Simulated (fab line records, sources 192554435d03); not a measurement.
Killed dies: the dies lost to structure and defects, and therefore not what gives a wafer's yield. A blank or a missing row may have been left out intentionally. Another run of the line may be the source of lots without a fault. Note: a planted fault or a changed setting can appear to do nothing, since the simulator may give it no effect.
The tool behind it: which one? | flow n5-finfet | 12 lots with 36 wafers sampled at 4 steps, on a route of 1938 steps

## WHAT THE GAUGES READ, wafer by wafer
N5_BEOL_M15_CD_MEAS_10: the cd target is 360 nm.
lot  | measured     | on        | cd-nm (nm)
L074 | day 13 08:24 | cd-sem-01 | 359.8 358.3 361.4
L077 | day 13 14:44 | cd-sem-01 | 361.0 361.3 359.2
L079 | day 14 01:31 | cd-sem-02 | 362.2 360.7 360.5
L081 | day 14 13:35 | cd-sem-02 | 361.5 358.9 360.5
L083 | day 14 20:17 | cd-sem-01 | 359.5 364.0 360.6
L085 | day 15 00:04 | cd-sem-03 | 360.3 362.4 362.9
L088 | day 16 04:46 | cd-sem-03 | 360.2 361.5 361.3
L091 | day 16 09:48 | cd-sem-01 | 361.2 360.2 363.2
L090 | day 17 09:55 | cd-sem-03 | 359.8 361.5 362.8
L092 | day 18 05:28 | cd-sem-03 | 362.0 358.5 358.8
L095 | day 18 22:42 | cd-sem-01 | 361.0 361.4 358.7
L097 | day 19 01:13 | cd-sem-01 | 361.9 359.6 359.6

## WHAT TOOL EACH LOT RAN ON (gives the tool, then ch and the chambers of the sampled wafers, and finally the start)
lot  | N5_BEOL_M14_DEGAS_41         | N5_BEOL_M14_SPUTTER_44       | N5_BEOL_M14_CMP_49
L074 | pvd-sputter-02, day 13 06:29 | pvd-sputter-02, day 13 06:39 | cmp-01 ch 0,1,2, day 13 07:26
L077 | pvd-sputter-02, day 13 12:43 | pvd-sputter-02, day 13 12:53 | cmp-04 ch 1,2,3, day 13 13:41
L079 | pvd-sputter-02, day 13 23:25 | pvd-sputter-02, day 13 23:34 | cmp-02 ch 0,1,2, day 14 00:23
L081 | pvd-sputter-02, day 14 11:17 | pvd-sputter-02, day 14 11:26 | cmp-02 ch 0,1,2, day 14 12:33
L083 | pvd-sputter-01, day 14 18:13 | pvd-sputter-01, day 14 18:23 | cmp-02 ch 0,2,3, day 14 19:12
L085 | pvd-sputter-03, day 14 21:50 | pvd-sputter-03, day 14 22:00 | cmp-04 ch 0,3, day 14 22:53
L088 | pvd-sputter-03, day 16 02:38 | pvd-sputter-03, day 16 02:47 | cmp-01 ch 0,2,3, day 16 03:43
L091 | pvd-sputter-02, day 16 07:14 | pvd-sputter-02, day 16 07:24 | cmp-02 ch 0,3, day 16 08:44
L090 | pvd-sputter-03, day 17 07:53 | pvd-sputter-03, day 17 08:03 | cmp-04 ch 0,1,2, day 17 08:47
L092 | pvd-sputter-03, day 18 03:16 | pvd-sputter-03, day 18 03:25 | cmp-02 ch 1,2, day 18 04:28
L095 | pvd-sputter-03, day 18 20:12 | pvd-sputter-03, day 18 20:22 | cmp-02 ch 0,1,3, day 18 21:32
L097 | pvd-sputter-03, day 18 23:12 | pvd-sputter-03, day 18 23:22 | cmp-04 ch 1,2,3, day 19 00:09
- N5_BEOL_M14_DEGAS_41: time 60 s.
- N5_BEOL_M14_SPUTTER_44: material Ta, target thk 15 nm, time 24.19 s.
- N5_BEOL_M14_CMP_49: polishes, stops on SiO2, t overpolish 5.2 s, target thk 560 nm.

## THE ANSWER, worked out from the rows above alone
Rule: the usual values come from the lots themselves. The widest of any qualifying gaps counts: lots, ordered by their means at a reading, are off when they make up no more than a third of the lots, leave a main group of 4 or more, and stand apart from it by 3 or more times the standard deviation of that group's means. Not used: any main group whose means are identical at the precision the tables above print for the reading. Also off: a lot with no number at a reading for which 4 or more lots have one. Where the step has rows for the other lots, those lots are counted as sound.
Nothing can be told from this: no lot is off at any reading shown.

## WHAT HAD BEEN PUT IN BY THE SIMULATOR
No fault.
